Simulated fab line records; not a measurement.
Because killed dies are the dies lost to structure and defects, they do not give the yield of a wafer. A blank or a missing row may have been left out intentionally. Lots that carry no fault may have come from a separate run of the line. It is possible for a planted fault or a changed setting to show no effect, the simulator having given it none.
A single fault, viewed from 2 desks :: flow n5 finfet :: what lay behind the numbers comes last; until then each desk has only its own

AT THE METROLOGY DESK
What the gauges read, lot by lot, whatever tool the lot ran on: means of the sampled wafers that have a number. A lot is out of limits, marked OUT, if its mean lies more than 4 standard deviations from the usual mean; the brackets give that distance. 7 of its 11 readings are shown, namely those furthest out on some lot.
Columns: A = DIBL_N at N5_BEOL_M4_RC_MEAS_101, usual 36.3 mV/V; B = IOFF_P at N5_BEOL_M4_RC_MEAS_101, usual 0.211 nA/um; C = ION_N at N5_BEOL_M4_RC_MEAS_101, usual 672 uA/um; D = ION_P at N5_BEOL_M4_RC_MEAS_101, usual 462 uA/um; E = SS_N at N5_BEOL_M4_RC_MEAS_101, usual 71.5 mV/dec; F = VT_N at N5_BEOL_M4_RC_MEAS_101, usual 249.9 mV; G = VT_P at N5_BEOL_M4_RC_MEAS_101, usual -249.8 mV
lot: L436
first seen here: day 3 11:54
A: 35.4
B: 0.175
C: 670
D: 454
E: 71.5
F: 249.8
G: -253.2

lot: L439
first seen here: day 4 06:50
A: 35.8
B: 0.188
C: 684
D: 463
E: 71.4
F: 249.9
G: -251.5

lot: L440
first seen here: day 4 12:50
A: 37.6
B: 0.201
C: 674
D: 455
E: 71.3
F: 248.8
G: -253.1

lot: L441
first seen here: day 4 18:50
A: 36.8
B: 0.208
C: 678
D: 460
E: 71.6
F: 248.7
G: -249.0

lot: L442
first seen here: day 5 02:26
A: 35.9
B: 0.190
C: 667
D: 461
E: 71.4
F: 251.0
G: -252.8

lot: L445
first seen here: day 5 21:23
A: 37.4
B: 0.190
C: 664
D: 451
E: 71.6
F: 251.6
G: -251.7

lot: L451
first seen here: day 7 07:06
A: 36.2
B: 0.226
C: 688
D: 471
E: 71.8
F: 246.1
G: -247.6

lot: L453
first seen here: day 7 17:15
A: 36.5
B: 0.212
C: 675
D: 466
E: 71.2
F: 249.4
G: -248.8

lot: L457
first seen here: day 9 00:33
A: 37.7
B: 0.238
C: 674
D: 464
E: 72.3
F: 248.5
G: -247.5
Result from this desk: across the 9 lots, nothing is out of limits.

FOR THE TOOL OWNER'S DESK: epi rpcvd-04
The tool's own readings at N5_SD_EPI_N_EPI_21 (deposits Si:P, time 690 s): means of the sampled wafers that have a number, for each lot that ran on this tool. A lot is out of limits, marked OUT, if its mean lies more than 4 standard deviations from the usual mean; the brackets give that distance.
Columns: A = susceptor temp C at N5_SD_EPI_N_EPI_21, usual 680.0 C; B = susceptor_temp_C_max at N5_SD_EPI_N_EPI_21, usual 681.6
lot: L436
first seen here: day 3 15:05
A: 679.9
B: 681.3

lot: L439
first seen here: day 4 08:49
A: 679.7
B: 681.2

lot: L440
first seen here: day 4 15:29
A: 679.8
B: 681.1

lot: L441
first seen here: day 4 20:46
A: 679.7
B: 681.1

lot: L442
first seen here: day 5 04:21
A: 680.0
B: 681.4

lot: L457
first seen here: day 9 02:58
A: 679.8
B: 681.3
Result from this desk: across the 6 lots, nothing is out of limits.

TAKEN TOGETHER
At the metrology desk, nothing out of limits was observed.
The desk of the tool owner found nothing out of limits.

WHAT WAS PUT IN BY THE SIMULATOR
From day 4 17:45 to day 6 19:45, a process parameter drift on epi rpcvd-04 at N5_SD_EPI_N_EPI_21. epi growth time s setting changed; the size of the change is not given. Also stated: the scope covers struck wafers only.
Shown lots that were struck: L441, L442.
